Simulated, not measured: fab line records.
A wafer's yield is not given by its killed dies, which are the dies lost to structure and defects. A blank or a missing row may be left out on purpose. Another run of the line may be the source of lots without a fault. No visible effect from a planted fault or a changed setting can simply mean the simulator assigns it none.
Matching of chambers :: flow nandHarc :: pecvd-04 running NHARC_A_M1_PRE_CLEAN_32: 3 sister chambers
The step time 12 s. 3 wafers are shown with their chamber, then 7 later ones without.

== WAFERS, EACH WITH ITS CHAMBER ==
wafer: L601.4
chamber: 2
heaterPowerW (W): 515

wafer: L601.6
chamber: 1
heaterPowerW (W): 672

wafer: L602.4
chamber: 0
heaterPowerW (W): 588

== WAFERS WHOSE CHAMBER IS MISSING ==
wafer: L602.6
heaterPowerW (W): 477

wafer: L603.2
heaterPowerW (W): 673

wafer: L603.4
heaterPowerW (W): 664

wafer: L603.6
heaterPowerW (W): 660

wafer: L605.1
heaterPowerW (W): 681

wafer: L605.4
heaterPowerW (W): 651

wafer: L605.6
heaterPowerW (W): 646

== WHICH CHAMBER EACH ONE RAN IN ==
wafer: L602.6
from the rows above: 2
in truth: 2

wafer: L603.2
from the rows above: 1
in truth: 1

wafer: L603.4
from the rows above: 1
in truth: 1

wafer: L603.6
from the rows above: 1
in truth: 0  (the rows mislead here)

wafer: L605.1
from the rows above: 1
in truth: 1

wafer: L605.4
from the rows above: 1
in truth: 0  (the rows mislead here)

wafer: L605.6
from the rows above: can't be placed: 1 or 0
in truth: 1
4 of 7 placed correctly. Unplaceable from these rows: 1, with the true chamber sitting among the candidates in 1. Number placed wrongly: 2.
How it was worked out, from the rows above alone: a wafer's distance from a chamber is the root of the sum, over the readings, of the square of ((its reading less the chamber's mean) divided by the reading's scatter). If the next closest chamber is less than 2 further off than the closest, the wafer can't be placed; otherwise it belongs to the closest. A chamber's mean is the mean of its shown wafers. The scatter: root of mean squared gap, hidden wafer to nearest shown wafer, with one shown wafer a chamber.
